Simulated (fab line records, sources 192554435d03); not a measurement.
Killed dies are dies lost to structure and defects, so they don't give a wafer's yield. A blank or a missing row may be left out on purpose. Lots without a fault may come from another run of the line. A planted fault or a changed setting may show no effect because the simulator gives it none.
fab line records | flow n5_finfet
record lots=24 wafers=72 last_day=18
route steps=1938 shown BEOL_M8@1380 BEOL_M9@1401
lots that met no fault: from a run of the same line without faults
start_h: hours from the record's first day to the start of the lot's first wafer shown | wait_h: hours since the lot's step before | " the same as in the row above | L1.1+2: a row that stands for several wafers | - no value, or no start given | * or withheld: withheld | < > ~ a bound
route shown NAME@n: a module of which the file shows steps, and the number in the route of the first | usual: mean/standard deviation of fault-free wafers | same: alike in all rows | chamber/n: place in a boat | sites: the reading at each site | _std_site: their standard deviation | _edge_site: outer sites' mean less inner sites' | radius_mm: how far each site lies from the wafer's centre | mask NAME#n: copy n | behind: the tool/chamber that last shaped the wafer | hold: why the lot was held/for how many hours/how that ended | device: the transistor (n, p or np) that didn't switch | end of line: the same wafers' tests at the end of the route | a step without rows: its recipe alone | killed: dies lost to structure and defects at the first sort, not the wafer's yield | map: a wafer's dies, x killed, . not, _ none there
set.NAME: the setting as run; set.NAME@STEP: as run at that earlier step | model.NAME: the simulator's own value behind a step, which no gauge read
steps of the route over a sample of lots; a table a step, a row a wafer
services: from which hour (start_h, from the record's first day; less than 0 if before it) a tool's chamber was out of use, for how many hours, and why
## steps
# step N5_BEOL_M8_OCD_MEAS_38
# usual trench_depth_nm=93.4/1.3
# columns lot.wafer tool chamber start_h wait_h trench_depth_nm
L074.2 ocd-01 - 200.55 - 89.5
L074.3 " - " " 93.4
L074.4 " - " " 93.9
L075.1 ocd-01 - 205.15 - 94.8
L075.2 " - " " 93.5
L075.3 " - " " 92.2
L076.1 ocd-02 - 208.65 - 90.2
L076.2 " - " " 92.7
L076.5 " - " " 90.1
L077.3 ocd-02 - 215.47 - 94.5
L077.4 " - " " 95.5
L077.6 " - " " 96.2
L078.4 ocd-01 - 224.89 - 93.3
L078.5 " - " " 93.9
L078.6 " - " " 94.2
L080.1 ocd-01 - 235.67 - 92.5
L080.3 " - " " 90.8
L080.4 " - " " 91.6
L079.2 ocd-01 - 237.39 - 93.5
L079.3 " - " " 91.4
L079.6 " - " " 92.7
L082.2 ocd-01 - 248.18 - 94.1
L082.4 " - " " 94.7
L082.5 " - " " 95.5
L081.1 ocd-02 - 249.25 - 92.8
L081.2 " - " " 94.3
L081.6 " - " " 94.1
L084.1 ocd-02 - 256.95 - 91.4
L084.5 " - " " 93.4
L084.6 " - " " 92.6
L083.3 ocd-02 - 261.20 - 93.7
L083.4 " - " " 93.3
L083.5 " - " " 93.7
L085.2 ocd-01 - 266.74 - 93.5
L085.4 " - " " 92.7
L085.5 " - " " 91.4
L086.2 ocd-01 - 275.84 - 94.3
L086.3 " - " " 93.6
L086.6 " - " " 94.0
L087.2 ocd-01 - 288.48 - 94.3
L087.3 " - " " 93.1
L087.5 " - " " 94.4
L088.1 ocd-01 - 290.73 - 93.2
L088.4 " - " " 93.2
L088.5 " - " " 92.9
L090.2 ocd-02 - 290.90 - 93.4
L090.3 " - " " 92.7
L090.5 " - " " 93.3
L089.2 ocd-02 - 299.27 - 94.8
L089.3 " - " " 95.0
L089.6 " - " " 93.5
L092.1 ocd-01 - 299.74 - 93.9
L092.2 " - " " 92.7
L092.3 " - " " 92.1
L091.1 ocd-01 - 299.86 - 91.3
L091.4 " - " " 93.3
L091.5 " - " " 92.4
L094.1 ocd-01 - 324.15 - 94.5
L094.4 " - " " 94.8
L094.5 " - " " 93.9
L093.3 ocd-02 - 324.33 - 92.3
L093.5 " - " " 93.1
L093.6 " - " " 92.1
L096.1 ocd-01 - 345.31 - 93.7
L096.2 " - " " 96.1
L096.4 " - " " 93.4
L095.2 ocd-01 - 349.53 - 95.6
L095.4 " - " " 93.5
L095.6 " - " " 95.9
L097.2 ocd-01 - 353.12 - 94.3
L097.4 " - " " 94.9
L097.5 " - " " 94.1
# step N5_BEOL_M8_CD_MEAS_35
# recipe target_cd_nm=40 polarity=opening
# usual cd_nm=40.0/0.47
# columns lot.wafer tool chamber start_h wait_h cd_nm
L074.2 cd_sem-02 - 200.70 0.0 40.2
L074.3 " - " " 39.9
L074.4 " - " " 40.0
L075.1 cd_sem-03 - 205.30 0.0 39.1
L075.2 " - " " 39.7
L075.3 " - " " 40.0
L076.1 cd_sem-01 - 208.81 0.0 40.0
L076.2 " - " " 40.1
L076.5 " - " " 39.9
L077.3 cd_sem-03 - 215.63 0.0 40.2
L077.4 " - " " 40.8
L077.6 " - " " 39.7
L078.4 cd_sem-01 - 225.05 0.0 40.7
L078.5 " - " " 40.3
L078.6 " - " " 40.7
L080.1 cd_sem-01 - 235.83 0.0 39.8
L080.3 " - " " 39.4
L080.4 " - " " 39.7
L079.2 cd_sem-02 - 237.54 0.0 39.5
L079.3 " - " " 40.1
L079.6 " - " " 39.1
L082.2 cd_sem-02 - 248.34 0.0 40.5
L082.4 " - " " 40.6
L082.5 " - " " 40.4
L081.1 cd_sem-01 - 249.40 0.0 40.1
L081.2 " - " " 40.4
L081.6 " - " " 40.1
L084.1 cd_sem-03 - 257.20 0.0 40.2
L084.5 " - " " 40.6
L084.6 " - " " 40.2
L083.3 cd_sem-01 - 261.35 0.0 40.7
L083.4 " - " " 40.1
L083.5 " - " " 39.5
L085.2 cd_sem-01 - 266.90 0.0 39.2
L085.4 " - " " 39.4
L085.5 " - " " 39.0
L086.2 cd_sem-03 - 275.99 0.0 40.5
L086.3 " - " " 40.2
L086.6 " - " " 40.4
L087.2 cd_sem-02 - 288.63 0.0 40.2
L087.3 " - " " 40.3
L087.5 " - " " 40.1
L088.1 cd_sem-03 - 290.88 0.0 39.2
L088.4 " - " " 39.4
L088.5 " - " " 40.1
L090.2 cd_sem-02 - 291.05 0.0 39.8
L090.3 " - " " 40.0
L090.5 " - " " 40.0
L089.2 cd_sem-01 - 299.42 0.0 39.7
L089.3 " - " " 40.1
L089.6 " - " " 40.3
L092.1 cd_sem-03 - 299.89 0.0 39.6
L092.2 " - " " 40.1
L092.3 " - " " 39.8
L091.1 cd_sem-03 - 300.01 0.0 39.3
L091.4 " - " " 39.3
L091.5 " - " " 39.5
L094.1 cd_sem-02 - 324.31 0.0 39.8
L094.4 " - " " 39.3
L094.5 " - " " 40.2
L093.3 cd_sem-03 - 324.49 0.0 39.5
L093.5 " - " " 39.8
L093.6 " - " " 39.0
L096.1 cd_sem-02 - 345.46 0.0 39.9
L096.2 " - " " 39.6
L096.4 " - " " 40.1
L095.2 cd_sem-03 - 349.68 0.0 40.5
L095.4 " - " " 40.2
L095.6 " - " " 39.5
L097.2 cd_sem-02 - 353.27 0.0 40.8
L097.4 " - " " 40.6
L097.5 " - " " 40.0
# step N5_BEOL_M8_PRE_CLEAN_45
# recipe gas=H2/He time_s=30 temp_c=250
# usual heater_power_w=335/36
# columns lot.wafer tool chamber start_h wait_h heater_power_w
L074.2 pvd_sputter-01 - 201.73 0.0 322
L074.3 " - " " 348
L074.4 " - " " 275
L075.1 pvd_sputter-02 - 205.96 0.0 350
L075.2 " - " " 417
L075.3 " - " " 392
L076.1 pvd_sputter-03 - 210.15 0.0 326
L076.2 " - " " 280
L076.5 " - " " 321
L077.3 pvd_sputter-01 - 217.65 0.0 281
L077.4 " - " " 325
L077.6 " - " " 338
L078.4 pvd_sputter-01 - 227.77 0.0 337
L078.5 " - " " 339
L078.6 " - " " 348
L080.1 pvd_sputter-03 - 236.82 0.0 314
L080.3 " - " " 280
L080.4 " - " " 324
L079.2 pvd_sputter-02 - 238.26 0.0 408
L079.3 " - " " 394
L079.6 " - " " 314
L082.2 pvd_sputter-03 - 249.27 0.0 344
L082.4 " - " " 280
L082.5 " - " " 306
L081.1 pvd_sputter-03 - 249.89 0.0 340
L081.2 " - " " 316
L081.6 " - " " 324
L084.1 pvd_sputter-02 - 257.74 0.0 321
L084.5 " - " " 404
L084.6 " - " " 408
L083.3 pvd_sputter-02 - 261.96 0.0 397
L083.4 " - " " 402
L083.5 " - " " 397
L085.2 pvd_sputter-01 - 267.81 0.0 341
L085.4 " - " " 343
L085.5 " - " " 349
L086.2 pvd_sputter-02 - 276.51 0.0 358
L086.3 " - " " 328
L086.6 " - " " 400
L087.2 pvd_sputter-01 - 290.84 0.0 282
L087.3 " - " " 316
L087.5 " - " " 332
L088.1 pvd_sputter-01 - 291.44 0.0 341
L088.4 " - " " 280
L088.5 " - " " 349
L090.2 pvd_sputter-01 - 291.52 0.0 350
L090.3 " - " " 325
L090.5 " - " " 344
L089.2 pvd_sputter-03 - 300.17 0.0 312
L089.3 " - " " 339
L089.6 " - " " 344
L092.1 pvd_sputter-01 - 301.54 0.0 346
L092.2 " - " " 341
L092.3 " - " " 282
L091.1 pvd_sputter-01 - 301.78 0.0 285
L091.4 " - " " 324
L091.5 " - " " 311
L094.1 pvd_sputter-02 - 324.71 0.0 311
L094.4 " - " " 343
L094.5 " - " " 379
L093.3 pvd_sputter-02 - 325.01 0.0 316
L093.5 " - " " 399
L093.6 " - " " 321
L096.1 pvd_sputter-01 - 346.56 0.0 318
L096.2 " - " " 335
L096.4 " - " " 278
L095.2 pvd_sputter-03 - 350.46 0.0 313
L095.4 " - " " 285
L095.6 " - " " 343
L097.2 pvd_sputter-03 - 354.10 0.0 312
L097.4 " - " " 275
L097.5 " - " " 288
# step N5_BEOL_M8_INSPECT_58
# recipe inspect_instrument=darkfield mode=post_dep
# usual raw_defect_count=77/26
# columns lot.wafer tool chamber start_h wait_h raw_defect_count
L074.2 defect_inspect-01 - 203.67 0.0 94
L074.3 " - " " 111
L074.4 " - " " 99
L075.1 defect_inspect-01 - 208.08 0.0 91
L075.2 " - " " 62
L075.3 " - " " 83
L076.1 defect_inspect-01 - 212.67 0.0 60
L076.2 " - " " 74
L076.5 " - " " 84
L077.3 defect_inspect-01 - 219.71 0.0 53
L077.4 " - " " 92
L077.6 " - " " 87
L078.4 defect_inspect-01 - 229.41 0.0 76
L078.5 " - " " 100
L078.6 " - " " 106
L080.1 defect_inspect-02 - 238.70 0.0 103
L080.3 " - " " 57
L080.4 " - " " 70
L079.2 defect_inspect-01 - 239.83 0.0 69
L079.3 " - " " 60
L079.6 " - " " 77
L082.2 defect_inspect-01 - 250.91 0.0 33
L082.4 " - " " 35
L082.5 " - " " 54
L081.1 defect_inspect-01 - 252.09 0.0 57
L081.2 " - " " 93
L081.6 " - " " 32
L084.1 defect_inspect-02 - 259.50 0.0 50
L084.5 " - " " 88
L084.6 " - " " 83
L083.3 defect_inspect-01 - 263.55 0.0 109
L083.4 " - " " 98
L083.5 " - " " 65
L085.2 defect_inspect-02 - 270.50 0.0 109
L085.4 " - " " 43
L085.5 " - " " 77
L086.2 defect_inspect-01 - 278.65 0.0 74
L086.3 " - " " 84
L086.6 " - " " 62
L087.2 defect_inspect-02 - 292.64 0.0 86
L087.3 " - " " 55
L087.5 " - " " 75
L088.1 defect_inspect-02 - 293.62 0.0 125
L088.4 " - " " 123
L088.5 " - " " 90
L090.2 defect_inspect-01 - 294.63 0.0 46
L090.3 " - " " 40
L090.5 " - " " 57
L089.2 defect_inspect-01 - 302.26 0.0 74
L089.3 " - " " 47
L089.6 " - " " 72
L092.1 defect_inspect-02 - 303.26 0.0 165
L092.2 " - " " 71
L092.3 " - " " 105
L091.1 defect_inspect-01 - 303.53 0.0 38
L091.4 " - " " 51
L091.5 " - " " 43
L094.1 defect_inspect-01 - 326.25 0.0 128
L094.4 " - " " 48
L094.5 " - " " 72
L093.3 defect_inspect-02 - 326.92 0.0 104
L093.5 " - " " 63
L093.6 " - " " 45
L096.1 defect_inspect-02 - 350.07 0.0 104
L096.2 " - " " 87
L096.4 " - " " 151
L095.2 defect_inspect-02 - 352.13 0.0 112
L095.4 " - " " 45
L095.6 " - " " 62
L097.2 defect_inspect-02 - 357.41 0.0 99
L097.4 " - " " 76
L097.5 " - " " 61
# step N5_BEOL_M9_ILD_DEP_00
# recipe material=SiCOH_lowk target_thk_a=3085.1 temp_c=300 precursor=DEMS/porogen pressure_torr=5 rf_w=500 time_s=58
# usual heater_power_outer_w=149/40 heater_power_w=318/65 showerhead_plenum_p_Torr=5.728/0.015 throttle_valve_pct=13.8/0.91
# columns lot.wafer tool chamber start_h wait_h heater_power_outer_w heater_power_w showerhead_plenum_p_Torr throttle_valve_pct
L074.2 pecvd-04 0 203.70 0.0 159 330 5.745 14.0
L074.3 " 2 " " 191 399 5.737 13.4
L074.4 " 2 " " 205 402 5.713 13.5
L075.1 pecvd-04 1 208.12 0.0 175 400 5.724 13.7
L075.2 " 2 " " 182 361 5.707 13.3
L075.3 " 0 " " 188 355 5.755 14.3
L076.1 pecvd-03 1 212.70 0.0 124 254 5.738 15.0
L076.2 " 0 " " 119 288 5.720 15.2
L076.5 " 0 " " 127 305 5.738 15.0
L077.3 pecvd-04 2 219.74 0.0 203 395 5.730 13.4
L077.4 " 1 " " 164 369 5.736 13.6
L077.6 " 2 " " 211 402 5.727 13.8
L078.4 pecvd-04 0 229.47 0.1 174 349 5.749 14.1
L078.5 " 1 " " 171 381 5.729 13.5
L078.6 " 2 " " 217 418 5.720 13.6
L080.1 pecvd-03 1 238.74 0.0 146 291 5.733 15.2
L080.3 " 0 " " 139 315 5.721 15.2
L080.4 " 2 " " 89 232 5.707 12.0
L079.2 pecvd-03 0 239.87 0.0 132 312 5.728 15.1
L079.3 " 1 " " 158 304 5.724 15.0
L079.6 " 1 " " 164 302 5.727 15.0
L082.2 pecvd-01 2 250.95 0.0 141 282 5.749 12.3
L082.4 " 2 " " 143 304 5.746 12.3
L082.5 " 2 " " 153 304 5.743 12.3
L081.1 pecvd-04 0 252.12 0.0 145 313 5.761 14.2
L081.2 " 1 " " 155 366 5.716 13.1
L081.6 " 2 " " 231 422 5.713 13.4
L084.1 pecvd-03 1 259.54 0.0 162 310 5.726 15.2
L084.5 " 1 " " 163 311 5.728 15.1
L084.6 " 2 " " 68 206 5.721 12.2
L083.3 pecvd-04 1 263.62 0.1 179 393 5.725 13.5
L083.4 " 0 " " 136 293 5.749 14.2
L083.5 " 1 " " 123 328 5.726 13.1
L085.2 pecvd-01 0 270.54 0.0 112 244 5.710 14.5
L085.4 " 1 " " 75 200 5.714 13.7
L085.5 " 0 " " 118 259 5.720 14.6
L086.2 pecvd-01 2 278.68 0.0 152 300 5.738 12.7
L086.3 " 1 " " 92 220 5.703 13.5
L086.6 " 0 " " 128 267 5.728 14.7
L087.2 pecvd-03 1 292.67 0.0 116 258 5.734 14.8
L087.3 " 2 " " 75 217 5.723 12.3
L087.5 " 1 " " 126 255 5.719 15.2
L088.1 pecvd-04 0 293.65 0.0 181 356 5.756 14.2
L088.4 " 1 " " 141 352 5.734 13.4
L088.5 " 0 " " 187 367 5.745 14.1
L090.2 pecvd-04 1 294.66 0.0 185 412 5.728 13.4
L090.3 " 2 " " 221 436 5.720 13.9
L090.5 " 2 " " 229 438 5.724 13.5
L089.2 pecvd-01 2 302.29 0.0 141 285 5.751 12.5
L089.3 " 1 " " 84 208 5.717 13.8
L089.6 " 0 " " 117 251 5.713 14.8
L092.1 pecvd-03 2 303.30 0.0 88 237 5.719 12.0
L092.2 " 1 " " 134 284 5.729 15.1
L092.3 " 0 " " 110 291 5.713 15.6
L091.1 pecvd-04 1 303.57 0.0 153 366 5.730 13.2
L091.4 " 0 " " 171 332 5.740 14.0
L091.5 " 1 " " 162 382 5.720 13.2
L094.1 pecvd-01 2 326.29 0.0 143 286 5.743 12.6
L094.4 " 0 " " 141 285 5.712 14.9
L094.5 " 2 " " 151 297 5.756 12.6
L093.3 pecvd-01 1 326.95 0.0 80 194 5.707 13.3
L093.5 " 2 " " 154 301 5.757 12.6
L093.6 " 1 " " 81 205 5.713 13.6
L096.1 pecvd-04 0 350.10 0.0 146 305 5.745 14.1
L096.2 " 1 " " 129 333 5.728 13.1
L096.4 " 0 " " 154 321 5.751 14.2
L095.2 pecvd-04 2 352.16 0.0 220 421 5.708 13.6
L095.4 " 0 " " 153 316 5.741 14.2
L095.6 " 1 " " 151 369 5.718 13.3
L097.2 pecvd-04 1 357.44 0.0 178 400 5.744 13.2
L097.4 " 1 " " 186 393 5.723 13.4
L097.5 " 2 " " 201 398 5.714 13.6
# step N5_BEOL_M9_THK_MEAS_01
# recipe reads=SiCOH_lowk_of_BEOL_M9_ILD_DEP_00
# usual M9_ILD_THK=267.4/3
# columns lot.wafer tool chamber start_h wait_h M9_ILD_THK[nm]
L074.2 film_metro-01 - 204.29 0.4 263.0
L074.3 " - " " 266.4
L074.4 " - " " 266.8
L075.1 film_metro-01 - 209.21 0.4 261.6
L075.2 " - " " 264.7
L075.3 " - " " 264.6
L076.1 film_metro-02 - 213.32 0.4 265.1
L076.2 " - " " 270.3
L076.5 " - " " 272.2
L077.3 film_metro-01 - 220.61 0.3 264.1
L077.4 " - " " 267.1
L077.6 " - " " 270.1
L078.4 film_metro-01 - 231.05 0.4 269.8
L078.5 " - " " 271.2
L078.6 " - " " 269.3
L080.1 film_metro-01 - 239.57 0.4 266.4
L080.3 " - " " 269.5
L080.4 " - " " 269.5
L079.2 film_metro-02 - 240.52 0.4 262.3
L079.3 " - " " 265.0
L079.6 " - " " 266.9
L082.2 film_metro-01 - 251.57 0.4 263.0
L082.4 " - " " 267.6
L082.5 " - " " 271.2
L081.1 film_metro-01 - 252.71 0.4 267.4
L081.2 " - " " 264.0
L081.6 " - " " 271.0
L084.1 film_metro-02 - 260.29 0.4 263.4
L084.5 " - " " 268.7
L084.6 " - " " 271.9
L083.3 film_metro-01 - 264.21 0.3 268.8
L083.4 " - " " 269.4
L083.5 " - " " 267.7
L085.2 film_metro-01 - 271.13 0.4 262.6
L085.4 " - " " 268.7
L085.5 " - " " 267.8
L086.2 film_metro-02 - 279.28 0.4 263.7
L086.3 " - " " 265.9
L086.6 " - " " 268.6
L087.2 film_metro-01 - 293.74 0.7 268.7
L087.3 " - " " 263.6
L087.5 " - " " 268.9
L088.1 film_metro-02 - 294.72 0.8 264.3
L088.4 " - " " 271.5
L088.5 " - " " 270.5
L090.2 film_metro-02 - 295.75 0.7 269.6
L090.3 " - " " 267.9
L090.5 " - " " 270.4
L089.2 film_metro-01 - 302.89 0.4 262.4
L089.3 " - " " 265.8
L089.6 " - " " 267.2
L091.1 film_metro-02 - 304.32 0.4 265.4
L091.4 " - " " 268.9
L091.5 " - " " 268.3
L092.1 film_metro-02 - 304.43 0.8 262.4
L092.2 " - " " 268.5
L092.3 " - " " 265.3
L094.1 film_metro-02 - 326.91 0.4 264.1
L094.4 " - " " 267.0
L094.5 " - " " 266.3
L093.3 film_metro-01 - 328.02 0.5 268.2
L093.5 " - " " 268.8
L093.6 " - " " 268.7
L096.1 film_metro-01 - 351.32 0.8 262.9
L096.2 " - " " 265.8
L096.4 " - " " 269.0
L095.2 film_metro-02 - 353.24 0.7 263.1
L095.4 " - " " 270.1
L095.6 " - " " 266.5
L097.2 film_metro-02 - 358.03 0.4 265.1
L097.4 " - " " 268.1
L097.5 " - " " 268.4
## services
# columns tool chamber start_h hours kind
pecvd-04 - 200.20 0.3 repair
pecvd-03 2 202.38 - clean
pecvd-03 2 202.38 - consumable_replace:showerhead
pecvd-03 2 202.38 29.0 scheduled_down
pecvd-03 2 202.38 29.0 vent_cycle
pecvd-04 1 230.26 5.5 scheduled_down
pecvd-01 2 234.74 4.8 repair
pecvd-01 0 247.98 5.0 scheduled_down
pecvd-04 0 254.36 4.9 repair
pecvd-01 2 257.52 2.1 scheduled_down
pecvd-04 2 259.74 5.0 scheduled_down
pecvd-03 1 275.23 2.1 scheduled_down
pecvd-03 2 293.15 5.0 scheduled_down
pecvd-01 - 310.45 1.7 repair
pecvd-04 0 322.30 5.5 scheduled_down
pvd_sputter-02 - 335.43 2.0 repair
pecvd-01 0 341.60 23.7 repair
pecvd-01 2 343.72 5.5 scheduled_down
## key
fault none
